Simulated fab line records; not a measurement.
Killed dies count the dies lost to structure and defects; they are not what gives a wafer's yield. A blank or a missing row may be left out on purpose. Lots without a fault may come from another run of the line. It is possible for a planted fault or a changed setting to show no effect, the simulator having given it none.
A lot that was struck, set against a sound lot + flow n5Finfet + 41 steps out of a route of 1938
Sound: wafers L394.1, L394.2, L394.4. Struck: wafer L395.5. At the end, the cause is stated.
Each step with rows lists, per side, the tool, then ch with its chambers, then its first start. Under that, the readings that differ: sound wafers + struck wafers + difference of the means + sigmas: that difference in standard deviations of wafers without a fault.
alike: readings whose means differ by less than 2 such deviations, and words and numbers that are the same on both sides. not compared: withheld readings, readings that some wafer has no value for, bounds like >300 that may hide the same value, and numbers for which the record gives no deviation and whose values overlap.
A row with sigmas, a row that says differs or no value, or rows on one side alone: a step with any of these is where the two part. Numbers that have no deviation but don't overlap get no sigmas and don't part them. Lack of a reading on every wafer of one side parts them only where that side has two or more wafers.

first, 1 step without rows for these wafers: N5_BEOL_M2_SPUTTER_48 (material Cu, target thk 4.5 nm, time 8.29 s).
N5_BEOL_M2_ANNEAL_49: time 240 s.
  sound on pvdSputter-02 at day 9 03:50; struck on pvdSputter-02 at day 9 12:25
| reading          | sound       | struck | difference | sigmas |
|------------------|-------------|--------|------------|--------|
| heaterPowerW (W) | 962 774 780 | 1036   | +197       | +2     |
  alike: susceptorTempC
then, 9 steps without rows for these wafers: N5_BEOL_M2_SPUTTER_79 (material Cu, target thk 4.5 nm, time 8.29 s); N5_BEOL_M2_ANNEAL_80 (time 240 s); N5_BEOL_M2_SPUTTER_81 (material Cu, target thk 4.5 nm, time 8.29 s); N5_BEOL_M2_ANNEAL_82 (time 240 s); N5_BEOL_M2_SPUTTER_86 (material Cu, target thk 4.5 nm, time 8.29 s); N5_BEOL_M2_ANNEAL_87 (time 240 s); N5_BEOL_M2_SPUTTER_88 (material Cu, target thk 4.5 nm, time 8.29 s); N5_BEOL_M2_ANNEAL_89 (time 240 s); N5_BEOL_M2_SPUTTER_90 (material Cu, target thk 4.5 nm, time 8.29 s).
N5_BEOL_M2_ANNEAL_91: time 240 s.
  sound on pvdSputter-02 at day 9 04:56; struck on pvdSputter-02 at day 9 13:31
  alike: heaterPowerW, susceptorTempC
N5_BEOL_M2_SPUTTER_92: material Cu, target thk 4.5 nm, time 8.29 s.
  sound on pvdSputter-02 at day 9 05:05; struck on pvdSputter-02 at day 9 13:38
  alike: susceptorTempC, throttleValvePct
then, 3 steps without rows for these wafers: N5_BEOL_M2_ANNEAL_93 (time 240 s); N5_BEOL_M2_SPUTTER_94 (material Cu, target thk 4.5 nm, time 8.29 s); N5_BEOL_M2_ANNEAL_95 (time 240 s).
N5_BEOL_M2_SPUTTER_96: material Cu, target thk 4.5 nm, time 8.29 s.
  sound on pvdSputter-02 at day 9 05:31; struck on pvdSputter-02 at day 9 14:04
  alike: susceptorTempC, throttleValvePct
then, 2 steps without rows for these wafers: N5_BEOL_M2_ECD_50 (material Cu, target thk 300 nm); N5_BEOL_M2_ANNEAL_51 (time 90 s).
N5_BEOL_M2_CMP_52: polishes, stops on SiOC, t overpolish 6.8 s, target thk 40 nm.
  sound on cmp-02 ch 0,1,2, day 9 06:01; struck on cmp-02 ch 3, day 9 14:43
  alike: barrierFieldEndpointS, motorCurrentA, overpolishRunS, platenRpm, timeToEndpointS
then, 4 steps without rows for these wafers: N5_BEOL_M2_PRE_CLEAN_60 (time 15 s); N5_BEOL_M2_CO_CAP_55 (material Co, precursor CCTBA/H2, target thk 2 nm, time 102.1 s); N5_BEOL_M2_PRE_CLEAN_56 (time 15 s); N5_BEOL_M2_DEP_57 (deposits SiCN from 3MS/NH3, target thk 8 nm, time 14 s).
N5_BEOL_M2_RS_MEAS_58: the measuring method here is four-point-probe.
  sound on filmMetro-02 at day 9 06:38; struck on filmMetro-02 at day 9 15:05
  alike: M2_RS
then, 1 step without rows for these wafers: N5_BEOL_M3_ILD_DEP_00 (deposits SiOC from DEMS/O2, target thk 79 nm, time 15.3 s).
N5_BEOL_M3_THK_MEAS_01:
  sound on filmMetro-01 at day 9 06:46; struck on filmMetro-02 at day 9 15:14
  alike: M3_ILD_THK
then, 1 step without rows for these wafers: N5_BEOL_M3_PECVD_72 (deposits SiO2 from TEOS/O2, target thk 16 nm, time 18 s).
N5_BEOL_M3_HM_DEP_02: deposits TiN, target thk 20 nm.
  sound on pvdSputter-01 at day 9 09:29; struck on pvdSputter-01 at day 9 15:31
  alike: susceptorTempC, throttleValvePct
then, 9 steps without rows for these wafers: N5_BEOL_M3_COAT_61 (time 60 s, resist thk 60 nm); N5_BEOL_M3_COAT_62 (time 60 s, resist thk 12 nm); N5_BEOL_M3_COAT_73 (time 60 s, resist thk 5 nm); N5_BEOL_M3_COAT_05 (resist thk 30 nm); N5_BEOL_M3_EBR_07; N5_BEOL_M3_SOFTBAKE_06 (time 60 s); N5_BEOL_M3_EXPOSE_08 (exposes mask M3); N5_BEOL_M3_PEB_09 (peb time 60 s); N5_BEOL_M3_DEVELOP_10 (develop time 30 s).
N5_BEOL_M3_CD_MEAS_11: the cd target is 17.05 nm.
  sound on cdSem-01 ch 0, day 9 09:52; struck on cdSem-01 ch 0, day 9 15:52
  alike: cdNm
N5_BEOL_M3_OVL_MEAS_12:
  sound on overlay-01 ch 0, day 9 09:54; struck on overlay-01 ch 0, day 9 15:55
  alike: M3_OVL
-- record jumps: 8 days separate the struck wafers' starts on either side; left off in module BEOL_M3, taken up again in module PASSIVATION, whose first shown step is the route's number 1936 --
N5_PASSIVATION_PROBE_49:
  sound on prober-01 at day 15 23:07; struck on prober-02 at day 17 07:21
| reading                 | sound          | struck | difference | sigmas |
|-------------------------|----------------|--------|------------|--------|
| defectLimitedYield (%)  | 91.9 91.5 94.3 | 82.1   | -10.5      | -7     |
| killed_at_M0_to_M3      | 38 30 24       | 157    | +126       | +14    |
| killedDies              | 95 100 67      | 211    | +124       | +7     |
| sort_bin_5_function (%) | 4.1 4.8 3.2    | 12.1   | +8.1       | +8     |
| sortNPass               | 1085 1080 1113 | 964    | -129       | -7     |
| sortYieldPct (%)        | 91.9 91.5 94.3 | 81.7   | -10.9      | -7     |
  alike: killed_at_M4_up, killedAtContacts, killedAtFrontEnd, killedAtOther, killedOpen, killedShort, sort_bin_4_leakage, sort_bin_6_memory

== WHERE THEY PART ==
At N5_BEOL_M2_ANNEAL_49 first; at N5_PASSIVATION_PROBE_49 last (within this record only).

WHY: whatever the simulator had introduced
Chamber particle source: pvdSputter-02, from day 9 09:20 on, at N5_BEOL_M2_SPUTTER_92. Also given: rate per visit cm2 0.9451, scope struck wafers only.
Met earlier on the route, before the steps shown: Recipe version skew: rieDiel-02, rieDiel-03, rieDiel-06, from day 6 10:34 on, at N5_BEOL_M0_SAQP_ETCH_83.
